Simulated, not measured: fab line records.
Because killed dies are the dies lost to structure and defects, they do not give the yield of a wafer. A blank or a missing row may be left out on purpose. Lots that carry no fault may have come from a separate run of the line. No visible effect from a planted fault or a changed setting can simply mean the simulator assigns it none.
The tool behind it: which one?    flow n5-finfet    12 lots, 36 wafers sampled, at 1 step of a route of 1938

WHAT EACH GAUGE READ, for each wafer
N5_DUMMY_GATE_OVL_MEAS_16.
lot   measured     on          GATE_OVL (nm)
L075  day 3 04:42  overlay-01  -0.3 -1.4 -0.8
L077  day 3 15:36  overlay-01  -1.4 -1.4 -1.0
L079  day 4 04:49  overlay-02  -0.1 -0.5 -1.1
L081  day 4 19:53  overlay-02  -0.3 0.0 0.7
L083  day 5 03:48  overlay-02  1.3 0.5 0.5
L085  day 5 19:13  overlay-01  -0.6 -0.8 -0.7
L087  day 6 05:13  overlay-01  0.3 -0.5 -0.7
L089  day 6 17:15  overlay-02  0.4 -0.6 -0.3
L091  day 7 04:41  overlay-02  0.6 0.9 0.0
L093  day 7 16:41  overlay-01  0.4 -0.3 -0.2
L095  day 8 03:38  overlay-02  -0.3 -0.5 -0.2
L097  day 8 17:30  overlay-01  -0.6 -1.5 -1.1

WHAT TOOL EACH LOT RAN ON (gives the tool, then ch and the chambers of the sampled wafers, and finally the start)
Before these readings, the record contains no process step.

THE ANSWER, worked out from the rows above alone
Rule: usual is defined by the lots themselves. The widest of any qualifying gaps counts: lots, ordered by their means at a reading, are off when they make up no more than a third of the lots, leave a main group of 4 or more, and stand apart from it by 3 or more times the standard deviation of that group's means. Not used: any main group whose means are identical at the precision the tables above print for the reading. Also off: a lot with no number at a reading for which 4 or more lots have one. Any other lot the step has rows for is counted as sound.
Across all readings shown, no lot is off: no conclusion can be drawn from this.

WHAT THE SIMULATOR HAD INSERTED
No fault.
